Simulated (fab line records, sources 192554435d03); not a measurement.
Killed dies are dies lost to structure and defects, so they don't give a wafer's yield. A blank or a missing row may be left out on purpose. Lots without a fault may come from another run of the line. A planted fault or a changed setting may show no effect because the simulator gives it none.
Split-lot experiment | flow n5_finfet | 7 lots, 21 wafers read, on a route of 1938 steps

THE SPLIT
At N5_PMOS_HMC_CHANNEL_EPI_ETCH_32 (etches BARC in N2/H2, stops on SiO2, target depth 85.8 nm, time 50.3 s), the setting bias_w was moved away from the recipe's 150 W on 5 of the 21 wafers read, by -9.1% to +5.8%. The other wafers ran this setting at the recipe's value.

The reading is taken at the split's own step.

THE READING
rf_vpp_V, in V, at N5_PMOS_HMC_CHANNEL_EPI_ETCH_32 (etches BARC in N2/H2, stops on SiO2, target depth 85.8 nm, time 50.3 s). Fault-free wafers of this fab line usually give 523.8 V, standard deviation 2.5 V.

wafer  | tool, chamber at the split | bias_w as run, W | against the recipe | rf_vpp_V, V | against lot-mates on the recipe
L074.2 | rie_diel-02, 0             | 150              | recipe             | 521.4       | -
L074.4 | rie_diel-02, 2             | 150              | recipe             | 527.6       | -
L074.5 | rie_diel-02, 2             | 150              | recipe             | 526.0       | -
L080.2 | rie_diel-02, 3             | 150              | recipe             | 525.7       | -
L080.3 | rie_diel-02, 1             | 150              | recipe             | 524.8       | -
L080.6 | rie_diel-02, 3             | 150              | recipe             | 525.6       | -
L083.2 | rie_diel-04, 2             | 136.4            | -9.1%              | 496.4       | -22.3
L083.5 | rie_diel-04, 0             | 150              | recipe             | 518.7       | -
L083.6 | rie_diel-04, 3             | 136.4            | -9.1%              | 495.5       | -23.2
L084.1 | rie_diel-02, 1             | 150              | recipe             | 523.9       | -
L084.2 | rie_diel-02, 3             | 150              | recipe             | 525.8       | -
L084.3 | rie_diel-02, 0             | 158.7            | +5.8%              | 539.6       | +14.8
L087.2 | rie_diel-02, 1             | 141.2            | -5.9%              | 505.2       | -16.6
L087.4 | rie_diel-02, 1             | 141.2            | -5.9%              | 505.2       | -16.6
L087.5 | rie_diel-02, 0             | 150              | recipe             | 521.8       | -
L092.2 | rie_diel-06, 2             | 150              | recipe             | 525.9       | -
L092.4 | rie_diel-06, 1             | 150              | recipe             | 520.3       | -
L092.6 | rie_diel-06, 1             | 150              | recipe             | 519.0       | -
L094.1 | rie_diel-02, 3             | 150              | recipe             | 525.5       | -
L094.4 | rie_diel-02, 1             | 150              | recipe             | 523.3       | -
L094.5 | rie_diel-02, 1             | 150              | recipe             | 523.7       | -

THE FIT
A straight line over all 21 wafers: rf_vpp_V changes by +3.03 V for each +1% of bias_w; r = +0.98; the points scatter about the line by 2.4 V.
The same after taking each lot's own level away (the mean of its wafers on the recipe; 21 wafers): +2.59 V for each +1%; r = +0.98; scatter 1.7 V.
On that fit, the largest move of bias_w shifts the reading by 23 V.
The lots' own levels span 518.70 to 525.37 V, that is 2.7 times the standard deviation above.
So the lot-to-lot level changes the slope: the two fits differ.
Check: with one of the wafers moved furthest among these (-9.1%) left out of the fit, the line predicts -24.1 V for it against its lot-mates. It came out at -22.3 V against them.
Tool readings at the split's step, against how far the setting was moved: rf_vpp_V r = +0.98.

OTHER SPLITS ON THESE WAFERS
These wafers also went through other splits before the reading. Each is held against what the fit with the lots' levels taken away leaves over:
other split on the same wafers | wafers away from the commonest value | r with rf_vpp_V (lot level and that fit taken away)
N5_WELL_APT_PEB_06 peb_time_s  | 8                                    | +0.08
N5_WELL_APT_COAT_19 spin_rpm   | 6                                    | -0.12

THE FILE'S OWN FIT
rf_vpp_V changes by +2.59 V for each +1% of bias_w, r = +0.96.
